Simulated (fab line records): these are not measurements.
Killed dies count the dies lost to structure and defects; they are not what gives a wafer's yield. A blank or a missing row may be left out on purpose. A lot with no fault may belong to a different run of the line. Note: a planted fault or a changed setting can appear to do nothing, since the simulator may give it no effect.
fab line records	flow n5-finfet
record lots=7	wafers=21
route steps=1938 shown GATE_CUT@492 MOL_CONTACT_COAG@551 BEOL_M0_SAQP@663 BEOL_M0@715 BEOL_M1@758 BEOL_M2@881 BEOL_M3@957
start-h: hours from the record's first day to the start of the lot's first wafer shown	wait-h: hours from the lot's prior step to this one	" unchanged from the row above	L1.1+2: one row covering several wafers at once	- no value, or no start given	* or withheld: withheld	< > ~ a bound
route shown NAME@n: a module of which the file shows steps, and the number in the route of the first	usual: mean and standard deviation over wafers with no fault	same: alike in all rows	chamber/n: place in a boat	sites: per-site readings	_std_site: how widely they spread, as a standard deviation	_edge_site: the outer-site mean with the inner-site mean subtracted	radius-mm: how far each site lies from the wafer's centre	mask NAME#n: copy n	behind: tool/chamber where the wafer was last shaped	hold: why the lot went on hold/how many hours it stayed there/how the hold came to an end	device: names the non-switching transistor (n, p or np)	end of line: at the end of the route, the tests of the same wafers	a step without rows: its recipe alone	killed: dies that structure and defects cost at the first sort, which is not the same as the wafer's yield	map: the dies of a wafer, with x for killed, . for not killed, _ for no die there
set.NAME: the setting the step ran with; set.NAME@STEP: the setting that earlier step ran with	model.NAME: the simulator's own value behind a step, which no gauge read
lots with deliberately changed settings; one table per step, one row per wafer
## steps
# step N5_GATE_CUT_ETCH_36
# recipe chemistry=CF4	target=SiARC	target-depth-a=130	mask-material=CAR-EUV	time-s=21.7	ion-energy-ev=80	pressure-mtorr=40	source-w=545	bias-w=36	Ar_flow_sccm=100	cf4-flow-sccm=100	ends=cleared
lot.wafer	tool	chamber	start-h	wait-h	set.cf4-flow-sccm
L076.3	rie-diel-01	2	95.94	0.0	82.58
L076.4+6	"	0	"	"	100
L078.1	rie-diel-06	2	107.41	0.0	108.1
L078.2+5	"	0	"	"	100
L079.1+2	rie-diel-01	0,1	114.55	0.0	100
L079.5	"	1	"	"	119.4
L081.1+2+4	rie-diel-06	2,3,0	126.70	0.0	100
L082.2+3+5	rie-diel-01	0,2,3	134.21	0.0	100
L084.2+3+5	rie-diel-04	0,1,2	148.50	0.0	100
L095.2+5	rie-diel-04	3,0	210.05	0.0	100
L095.3	"	2	"	"	105.8
# step N5_GATE_CUT_ETCH_37
# recipe chemistry=N2/H2	target=SOC	target-depth-a=600	overetch-a=120	mask-material=SiARC	temp-c=40	time-s=90	ion-energy-ev=200	pressure-mtorr=30	source-w=840	bias-w=150	n2-flow-sccm=200	h2-flow-sccm=200
lot.wafer	tool	chamber	start-h	wait-h	set.dose-mj@GATE_CUT_EXPOSE_10	model.GATE_CUT.cd-nm
L076.3	rie-diel-01	2	95.96	0.0	43.25	20.8
L076.4	"	0	"	"	40.18	18.2
L076.6	"	0	"	"	43.25	19.8
L078.1	rie-diel-06	2	107.44	0.0	46.43	21.4
L078.2	"	0	"	"	46.43	21.6
L078.5	"	0	"	"	43.25	20
L079.1+5	rie-diel-01	0,1	114.57	0.0	43.25	19.8
L079.2	"	1	"	"	43.25	20
L081.1+4	rie-diel-06	2,0	126.73	0.0	40.45	18.2
L081.2	"	3	"	"	43.25	20.4
L082.2	rie-diel-01	0	134.23	0.0	45.54	21
L082.3	"	2	"	"	43.25	21
L082.5	"	3	"	"	43.25	20.6
L084.2	rie-diel-04	0	148.53	0.0	43.25	19.8
L084.3+5	"	1,2	"	"	43.25	20.2
L095.2	rie-diel-04	3	210.08	0.0	43.25	19.6
L095.3+5	"	2,0	"	"	45.22	20.8
# step N5_GATE_CUT_STRIP_38
# recipe chemistry=N2/H2	temp-c=40	n2-flow-sccm=200	h2-flow-sccm=200	rf-frequency-hz=6e+07
# step N5_GATE_CUT_STRIP_39
# recipe chemistry=N2/H2	temp-c=40	n2-flow-sccm=200	h2-flow-sccm=200	rf-frequency-hz=6e+07
# step N5_GATE_CUT_HM_OPEN_40
# recipe chemistry=C4F6/O2	target=SiO2	mask-material=SiARC	target-depth-a=1390	time-s=85.1	ion-energy-ev=250	pressure-mtorr=30	source-w=345	bias-w=185	Ar_flow_sccm=300	C4F6_flow_sccm=10	O2_flow_sccm=10	ends=cleared
lot.wafer	tool	chamber	start-h	wait-h	set.dose-mj@GATE_CUT_EXPOSE_10	model.GATE_CUT.cd-nm
L076.3	rie-diel-01	2	96.05	0.0	43.25	20.8
L076.4	"	0	"	"	40.18	18.4
L076.6	"	0	"	"	43.25	19.8
L078.1	rie-diel-06	2	107.52	0.0	46.43	21.4
L078.2	"	0	"	"	46.43	21.6
L078.5	"	0	"	"	43.25	20.2
L079.1	rie-diel-01	0	114.66	0.0	43.25	19.8
L079.2+5	"	1	"	"	43.25	20
L081.1+4	rie-diel-06	2,0	126.81	0.0	40.45	18.2
L081.2	"	3	"	"	43.25	20.6
L082.2	rie-diel-01	0	134.32	0.0	45.54	21
L082.3	"	2	"	"	43.25	21
L082.5	"	3	"	"	43.25	20.8
L084.2	rie-diel-04	0	148.61	0.0	43.25	19.8
L084.3+5	"	1,2	"	"	43.25	20.2
L095.2	rie-diel-04	3	210.16	0.0	43.25	20
L095.3+5	"	2,0	"	"	45.22	20.8
# step N5_MOL_CONTACT_COAG_SPUTTER_130
# recipe material=Co	target-thk-a=475	temp-c=25	chamber-pressure-pa=0.5	power-w=3000
lot.wafer	tool	chamber	start-h	wait-h	set.power-w	model.Co_of_MOL_CONTACT_COAG_SPUTTER_130.thk-nm
L076.3	pvd-sputter-02	-	105.87	0.0	3000	47.6
L076.4	"	-	"	"	3000	47.2
L076.6	"	-	"	"	2778	44.4
L078.1	pvd-sputter-02	-	117.16	0.0	3499	55.2
L078.2	"	-	"	"	3499	56.2
L078.5	"	-	"	"	3000	47.4
L079.1+5	pvd-sputter-02	-	124.64	0.0	3000	48
L079.2	"	-	"	"	3000	48.2
L081.1	pvd-sputter-03	-	137.32	0.0	3000	47.2
L081.2	"	-	"	"	3000	46.4
L081.4	"	-	"	"	2559	40.4
L082.2	pvd-sputter-02	-	146.44	0.0	3246	51
L082.3	"	-	"	"	3246	51.6
L082.5	"	-	"	"	3000	47.2
L084.2	pvd-sputter-02	-	160.90	0.0	3000	47.6
L084.3	"	-	"	"	3000	47.2
L084.5	"	-	"	"	3000	47.4
L095.2+5	pvd-sputter-02	-	221.25	0.0	3000	48
L095.3	"	-	"	"	3000	48.2
# step N5_MOL_CONTACT_COAG_COAT_64
# recipe resist=underlayer	temp-c=205	time-s=60	spin-rpm=1500	resist-thk-nm=10
lot.wafer	tool	chamber	start-h	wait-h	set.spin-rpm	model.underlayer_of_MOL_CONTACT_COAG_COAT_64.thk-nm
L076.3+4+6	litho-track-03	0	-	-	1500	10
L078.1+2+5	litho-track-01	0	-	-	1500	10
L079.1	litho-track-01	0	-	-	1550	9.8
L079.2+5	"	0	"	"	1500	10
L081.1+2+4	litho-track-03	0	-	-	1500	10
L082.2+3	litho-track-01	0	-	-	1620	9.6
L082.5	"	0	"	"	1500	10
L084.2+3+5	litho-track-05	0	-	-	1500	10
L095.2+3	litho-track-05	0	-	-	1500	10
L095.5	"	0	"	"	1441	10.2
# step N5_MOL_CONTACT_COAG_COAT_34
# recipe resist=CAR-EUV	spin-rpm=1500	resist-thk-nm=40
# step N5_MOL_CONTACT_COAG_EBR_36
# recipe solvent=PGMEA	ebr-width-mm=1.5
# step N5_MOL_CONTACT_COAG_DESCUM_45
# recipe chemistry=O2	time-s=7	source-power-w=50	bias-power-w=20	pressure-mtorr=20	rf-frequency-hz=2.712e+07	temp-c=40	resist=CAR-EUV	o2-flow-sccm=225
# step N5_MOL_CONTACT_COAG_ETCH_65
# recipe chemistry=N2/H2	target=underlayer	target-depth-a=130	mask-material=CAR-EUV	time-s=10.4	ion-energy-ev=200	pressure-mtorr=30	source-w=840	bias-w=150	n2-flow-sccm=200	h2-flow-sccm=200	ends=cleared
lot.wafer	tool	chamber	start-h	wait-h	set.spin-rpm@MOL_CONTACT_COAG_COAT_64	model.etch.depth-nm
L076.3	rie-diel-02	3	111.47	0.0	1500	9.994
L076.4	"	1	"	"	1500	10
L076.6	"	1	"	"	1500	9.989
L078.1	rie-diel-05	0	122.95	0.0	1500	9.976
L078.2	"	1	"	"	1500	10.01
L078.5	"	2	"	"	1500	9.991
L079.1	rie-diel-02	1	130.19	0.0	1550	9.827
L079.2	"	0	"	"	1500	10.02
L079.5	"	1	"	"	1500	9.958
L081.1	rie-diel-02	1	142.99	0.0	1500	9.973
L081.2	"	3	"	"	1500	9.974
L081.4	"	0	"	"	1500	9.959
L082.2	rie-diel-03	2	152.50	0.0	1620	9.586
L082.3	"	0	"	"	1620	9.577
L082.5	"	0	"	"	1500	9.997
L084.2	rie-diel-05	3	166.28	0.0	1500	10.03
L084.3	"	2	"	"	1500	10
L084.5	"	3	"	"	1500	10.05
L095.2	rie-diel-02	3	226.73	0.0	1500	9.989
L095.3	"	2	"	"	1500	9.995
L095.5	"	2	"	"	1441	10.2
# step N5_BEOL_M0_SAQP_SPACER1_ALD_98
# recipe material=SiO2	target-thk-a=128	temp-c=300	ald-precursor-family=BDEAS	ald-co-reactant=O2-plasma	pulse-time-s=1	purge-time-s=2	co-reactant-purge-time-s=2	ald-cycles=138	pressure-torr=2
lot.wafer	tool	chamber	start-h	wait-h	set.ald-cycles	model.SiO2_of_BEOL_M0_SAQP_SPACER1_ALD_98.thk-nm
L076.3	ald-sin-01	1	119.93	1.1	153	14.2
L076.4	"	3	"	"	153	14
L076.6	"	0	"	"	138	12.8
L078.1+5	ald-sin-04	0	132.45	1.2	138	12.6
L078.2	"	3	"	"	138	12.8
L079.1	ald-sin-03	0	139.30	0.3	156	14.4
L079.2+5	"	1	"	"	138	12.8
L081.1+4	ald-sin-01	0,1	152.02	0.3	128	11.8
L081.2	"	3	"	"	138	12.6
L082.2+5	ald-sin-03	1,3	163.03	0.3	138	12.8
L082.3	"	3	"	"	150	14
L084.2+3+5	ald-sin-01	1,2,2	173.78	0.4	138	12.8
L095.2+3	ald-sin-03	0,2	235.56	0.3	149	13.8
L095.5	"	0	"	"	138	12.8
# step N5_BEOL_M0_SAQP_SPACER1_ETCHBACK_99
# recipe chemistry=CHF3/O2	mode=anisotropic-etchback	target=SiO2	target-depth-a=154	time-s=7.7	pressure-mtorr=30	source-w=650	bias-w=170	Ar_flow_sccm=200	CHF3_flow_sccm=50	O2_flow_sccm=5	ion-energy-ev=200
# step N5_BEOL_M0_SAQP_MANDREL1_REMOVE_100
# recipe chemistry=HBr/Cl2/O2	bt-time-s=10	target=a-Si	stop-on=SiNx	endpoint=OES-SiCl	over-etch-frac=0.85	icp-w=600	bias-w=30	HBr_flow_sccm=150	Cl2_flow_sccm=80	O2_flow_sccm=5	pressure-mtorr=10
lot.wafer	tool	chamber	start-h	wait-h	set.ald-cycles@BEOL_M0_SAQP_SPACER1_ALD_98	model.BEOL_M0_SAQP.cd-nm	model.SiO2_of_BEOL_M0_SAQP_SPACER1_ALD_98.thk-nm
L076.3	rie-si-05	2	120.49	0.1	153	14.2	8.8
L076.4	"	0	"	"	153	14	8.8
L076.6	"	0	"	"	138	12.6	7.4
L078.1+2	rie-si-01	1,2	133.06	0.1	138	12.8	7.4
L078.5	"	3	"	"	138	12.8	7.2
L079.1	rie-si-05	3	139.86	0.1	156	14.4	9
L079.2+5	"	1,2	"	"	138	12.6	7.4
L081.1	rie-si-05	1	152.59	0.1	128	11.6	6.4
L081.2	"	2	"	"	138	12.6	7.2
L081.4	"	2	"	"	128	11.8	6.4
L082.2+5	rie-si-01	3,2	163.70	0.1	138	12.8	7.4
L082.3	"	0	"	"	150	13.8	8.6
L084.2+3	rie-si-05	3,2	174.34	0.1	138	12.8	7.4
L084.5	"	1	"	"	138	12.6	7.4
L095.2+3	rie-si-05	2,1	236.12	0.1	149	13.8	8.4
L095.5	"	2	"	"	138	12.8	7.4
# step N5_BEOL_M0_SAQP_CD_MEAS_25
# recipe target-cd-nm=13.1	landing-energy-ev=1000	detector=se-inlens
# usual cd-nm=12.74/0.22
lot.wafer	tool	chamber	start-h	wait-h	set.ald-cycles@BEOL_M0_SAQP_SPACER1_ALD_98	cd-nm
L076.3	cd-sem-01	0	120.61	0.1	153	14.19
L076.4	"	0	"	"	153	14.13
L076.6	"	0	"	"	138	12.38
L078.1	cd-sem-01	0	133.17	0.1	138	12.57
L078.2	"	0	"	"	138	12.82
L078.5	"	0	"	"	138	12.84
L079.1	cd-sem-01	0	139.97	0.1	156	14.48
L079.2	"	0	"	"	138	12.51
L079.5	"	0	"	"	138	12.39
L081.1	cd-sem-01	0	152.74	0.1	128	11.53
L081.2	"	0	"	"	138	12.71
L081.4	"	0	"	"	128	12.08
L082.2	cd-sem-01	0	163.81	0.1	138	12.69
L082.3	"	0	"	"	150	13.78
L082.5	"	0	"	"	138	12.92
L084.2	cd-sem-03	0	174.45	0.1	138	12.79
L084.3	"	0	"	"	138	12.22
L084.5	"	0	"	"	138	12.32
L095.2	cd-sem-01	0	236.23	0.1	149	13.76
L095.3	"	0	"	"	149	13.72
L095.5	"	0	"	"	138	12.87
# step N5_BEOL_M0_ETCH_138
# recipe chemistry=CH3F/O2	target-depth-a=120	target=SiCN	time-s=31.6	ion-energy-ev=120	pressure-mtorr=30	source-w=395	bias-w=75	Ar_flow_sccm=150	CH3F_flow_sccm=30	O2_flow_sccm=20	ends=cleared
# usual rf-vpp-V=297.8/1.5
lot.wafer	tool	chamber	start-h	wait-h	set.source-w	rf-vpp-V
L076.3	rie-diel-05	0	124.69	0.0	449.8	286.4
L076.4	"	2	"	"	449.8	284.9
L076.6	"	0	"	"	395	299.1
L078.1	rie-diel-02	3	138.84	0.0	395	295.3
L078.2	"	1	"	"	349.5	309.4
L078.5	"	2	"	"	395	297.7
L079.1	rie-diel-02	1	143.96	0.0	432.1	288.5
L079.2	"	2	"	"	432.1	290.5
L079.5	"	0	"	"	395	299.3
L081.1	rie-diel-03	1	157.76	0.0	395	298.7
L081.2	"	0	"	"	342.8	311.7
L081.4	"	0	"	"	395	297.5
L082.2	rie-diel-02	0	167.69	0.0	395	298.5
L082.3	"	1	"	"	395	297.5
L082.5	"	3	"	"	395	295.5
L084.2	rie-diel-05	3	178.72	0.0	395	297.3
L084.3	"	2	"	"	395	295.7
L084.5	"	0	"	"	395	298.1
L095.2	rie-diel-05	1	240.93	0.0	395	296.9
L095.3	"	3	"	"	395	299.3
L095.5	"	1	"	"	395	297.0
# step N5_BEOL_M1_COAT_05
# recipe resist=CAR-EUV	spin-rpm=1500	resist-thk-nm=30
lot.wafer	tool	chamber	start-h	wait-h	set.spin-rpm	model.CAR-EUV_of_BEOL_M1_COAT_05.thk-nm
L076.3+4	litho-track-02	0	-	-	1565	29.4
L076.6	"	0	"	"	1500	30
L078.1	litho-track-01	0	-	-	1500	30
L078.2	"	0	"	"	1355	31.6
L078.5	"	0	"	"	1355	31.4
L079.1+2	litho-track-01	0	-	-	1413	31
L079.5	"	0	"	"	1500	30
L081.1+2+4	litho-track-01	0	-	-	1500	30
L082.2+3	litho-track-02	0	-	-	1500	30
L082.5	"	0	"	"	1375	31.4
L084.2+3+5	litho-track-01	0	-	-	1500	30
L095.2+3	litho-track-02	0	-	-	1500	30
L095.5	"	0	"	"	1646	28.8
# step N5_BEOL_M1_EBR_07
# recipe solvent=PGMEA	ebr-width-mm=1.5
# step N5_BEOL_M1_SOFTBAKE_06
# recipe temp-c=110	time-s=60	resist=CAR-EUV
# step N5_BEOL_M1_EXPOSE_08
# recipe mask-id=M1	na=0.33	source-shape=dipole	sigma-inner=0.369	sigma-outer=0.767	polarization=unpolarized	dose-mj=33
# step N5_BEOL_M1_PEB_09
# recipe peb-temp-c=100	peb-time-s=60	resist=CAR-EUV
# step N5_BEOL_M1_DEVELOP_10
# recipe develop-time-s=30	developer=TMAH	resist=CAR-EUV	rinse-liquid=surfactant-rinse	dry=air-spin	dev-temp-c=23
lot.wafer	tool	chamber	start-h	wait-h	set.spin-rpm@BEOL_M1_COAT_05	model.CAR-EUV_of_BEOL_M1_COAT_05.thk-nm
L076.3+4	litho-track-02	0	-	-	1565	29
L076.6	"	0	"	"	1500	29.6
L078.1	litho-track-05	0	-	-	1500	29.6
L078.2+5	"	0	"	"	1355	31
L079.1+2	litho-track-01	0	-	-	1413	30.4
L079.5	"	0	"	"	1500	29.6
L081.1+2+4	litho-track-01	0	-	-	1500	29.6
L082.2+3	litho-track-02	0	-	-	1500	29.6
L082.5	"	0	"	"	1375	31
L084.2+3+5	litho-track-02	0	-	-	1500	29.6
L095.2+3	litho-track-05	0	-	-	1500	29.6
L095.5	"	0	"	"	1646	28.4
# step N5_BEOL_M1_ETCH_64
# recipe chemistry=N2/H2	target=SOC	target-depth-a=750	overetch-a=150	mask-material=SiARC	temp-c=40	time-s=112.5	ion-energy-ev=200	pressure-mtorr=30	source-w=840	bias-w=150	n2-flow-sccm=200	h2-flow-sccm=200
# usual rf-vpp-V=523.8/2.1
lot.wafer	tool	chamber	start-h	wait-h	set.bias-w	rf-vpp-V	model.SiARC_of_BEOL_M1_COAT_62.thk-nm
L076.3	rie-diel-06	3	130.63	0.0	174.9	576.1	6
L076.4	"	2	"	"	150	525.3	7
L076.6	"	1	"	"	174.9	577.0	5.6
L078.1	rie-diel-04	0	150.66	0.0	150	526.1	6.8
L078.2	"	2	"	"	172.7	569.6	5.2
L078.5	"	0	"	"	150	525.5	6.8
L079.1	rie-diel-01	3	152.50	0.0	166.5	559.9	5.6
L079.2	"	2	"	"	166.5	559.6	5.8
L079.5	"	2	"	"	150	525.8	6.4
L081.1	rie-diel-04	0	168.60	0.0	161.5	551.0	6.4
L081.2	"	2	"	"	150	520.9	6.2
L081.4	"	1	"	"	150	526.7	6.6
L082.2	rie-diel-06	0	173.60	0.0	127.5	468.8	8
L082.3	"	3	"	"	127.5	471.4	8
L082.5	"	1	"	"	127.5	471.8	7.8
L084.2	rie-diel-01	3	188.66	0.0	150	524.7	6.4
L084.3	"	1	"	"	150	526.6	7
L084.5	"	1	"	"	150	526.6	7
L095.2	rie-diel-04	1	250.46	0.0	150	525.5	6.6
L095.3	"	2	"	"	150	521.5	6.4
L095.5	"	3	"	"	150	521.6	6.6
# step N5_BEOL_M2_ETCH_69
# recipe chemistry=CF4	target=SiARC	target-depth-a=156	mask-material=CAR-EUV	time-s=26	ion-energy-ev=80	pressure-mtorr=40	source-w=545	bias-w=36	Ar_flow_sccm=100	cf4-flow-sccm=100	ends=cleared
# usual rf-vpp-V=184.4/1.2
lot.wafer	tool	chamber	start-h	wait-h	set.bias-w	rf-vpp-V
L076.3	rie-diel-05	1	144.99	0.0	31.3	168.9
L076.4	"	2	"	"	36	182.4
L076.6	"	2	"	"	36	184.2
L079.1	rie-diel-02	3	162.66	0.0	36	181.2
L079.2	"	0	"	"	36	185.2
L079.5	"	3	"	"	36	182.1
L078.1	rie-diel-05	3	169.30	0.0	36	185.3
L078.2	"	1	"	"	36	181.9
L078.5	"	1	"	"	36	181.9
L081.1	rie-diel-03	2	191.34	0.0	36	184.5
L081.2	"	3	"	"	36	185.5
L081.4	"	0	"	"	36	183.6
L082.2	rie-diel-02	3	201.20	0.0	36	182.2
L082.3	"	2	"	"	36	185.6
L082.5	"	1	"	"	40.92	201.4
L084.2	rie-diel-03	0	220.21	0.0	36	185.2
L084.3	"	3	"	"	36	183.7
L084.5	"	0	"	"	36	183.7
L095.2	rie-diel-05	1	263.49	0.0	29.9	163.9
L095.3	"	0	"	"	36	186.1
L095.5	"	0	"	"	29.9	164.4
# step N5_BEOL_M3_COAT_67
# recipe resist=SOC	temp-c=250	time-s=60	spin-rpm=1500	resist-thk-nm=60
lot.wafer	tool	chamber	start-h	wait-h	set.spin-rpm	model.SOC_of_BEOL_M3_COAT_67.thk-nm
L076.3	litho-track-03	0	165.49	0.0	1452	61
L076.4	"	0	"	"	1452	60.8
L076.6	"	0	"	"	1500	60
L079.1	litho-track-01	0	179.27	0.0	1423	61.4
L079.2	"	0	"	"	1423	61.6
L079.5	"	0	"	"	1500	59.8
L078.1	litho-track-01	0	185.64	0.0	1500	60
L078.2+5	"	0	"	"	1500	60.2
L081.1+4	litho-track-05	0	203.45	0.0	1500	60.4
L081.2	"	0	"	"	1405	62.4
L082.2+3	litho-track-05	0	225.15	0.0	1500	60
L082.5	"	0	"	"	1500	59.8
L084.2+5	litho-track-01	0	228.80	0.0	1500	60
L084.3	"	0	"	"	1500	59.8
L095.2	litho-track-01	0	296.13	0.0	1500	60.2
L095.3	"	0	"	"	1500	59.8
L095.5	"	0	"	"	1567	58.6
## key
split step=N5_GATE_CUT_ETCH_36	setting=cf4-flow-sccm	stated=100	by=wafer
response none clear
split step=N5_MOL_CONTACT_COAG_SPUTTER_130	setting=power-w	stated=3000	by=wafer
response step=N5_MOL_CONTACT_COAG_SPUTTER_130	reading=model.Co_of_MOL_CONTACT_COAG_SPUTTER_130.thk-nm	change=+0.468	per=1%	r=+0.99
split step=N5_MOL_CONTACT_COAG_COAT_64	setting=spin-rpm	stated=1500	by=wafer
response step=N5_MOL_CONTACT_COAG_COAT_64	reading=model.underlayer_of_MOL_CONTACT_COAG_COAT_64.thk-nm	change=-0.0514	per=1%	r=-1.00
response step=N5_MOL_CONTACT_COAG_ETCH_65	reading=model.etch.depth-nm	change=-0.0519	per=1%	r=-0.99
split step=N5_BEOL_M0_SAQP_SPACER1_ALD_98	setting=ald-cycles	stated=138	by=wafer
response step=N5_BEOL_M0_SAQP_SPACER1_ALD_98	reading=model.SiO2_of_BEOL_M0_SAQP_SPACER1_ALD_98.thk-nm	change=+0.123	per=1%	r=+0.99
response step=N5_BEOL_M0_SAQP_MANDREL1_REMOVE_100	reading=model.BEOL_M0_SAQP.cd-nm	change=+0.131	per=1%	r=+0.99
response step=N5_BEOL_M0_SAQP_MANDREL1_REMOVE_100	reading=model.SiO2_of_BEOL_M0_SAQP_SPACER1_ALD_98.thk-nm	change=+0.126	per=1%	r=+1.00
response step=N5_BEOL_M0_SAQP_CD_MEAS_25	reading=cd-nm	change=+0.141	per=1%	r=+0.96
split step=N5_BEOL_M0_ETCH_138	setting=source-w	stated=395	by=wafer
response step=N5_BEOL_M0_ETCH_138	reading=rf-vpp-V	change=-1.03	per=1%	r=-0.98
split step=N5_BEOL_M1_COAT_05	setting=spin-rpm	stated=1500	by=wafer
response step=N5_BEOL_M1_COAT_05	reading=model.CAR-EUV_of_BEOL_M1_COAT_05.thk-nm	change=-0.149	per=1%	r=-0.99
response step=N5_BEOL_M1_DEVELOP_10	reading=model.CAR-EUV_of_BEOL_M1_COAT_05.thk-nm	change=-0.142	per=1%	r=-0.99
split step=N5_BEOL_M1_ETCH_64	setting=bias-w	stated=150	by=wafer
response step=N5_BEOL_M1_ETCH_64	reading=rf-vpp-V	change=+3.06	per=1%	r=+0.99
response step=N5_BEOL_M1_ETCH_64	reading=model.SiARC_of_BEOL_M1_COAT_62.thk-nm	change=-0.0757	per=1%	r=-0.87
split step=N5_BEOL_M2_ETCH_69	setting=bias-w	stated=36	by=wafer
response step=N5_BEOL_M2_ETCH_69	reading=rf-vpp-V	change=+1.24	per=1%	r=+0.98
split step=N5_BEOL_M3_COAT_67	setting=spin-rpm	stated=1500	by=wafer
response step=N5_BEOL_M3_COAT_67	reading=model.SOC_of_BEOL_M3_COAT_67.thk-nm	change=-0.316	per=1%	r=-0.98
split outside-this-file step=N5_GATE_CUT_EXPOSE_10 setting=dose-mj
# split outside-this-file: this setting was split too, and the file shows its column; the key of that split is in another file
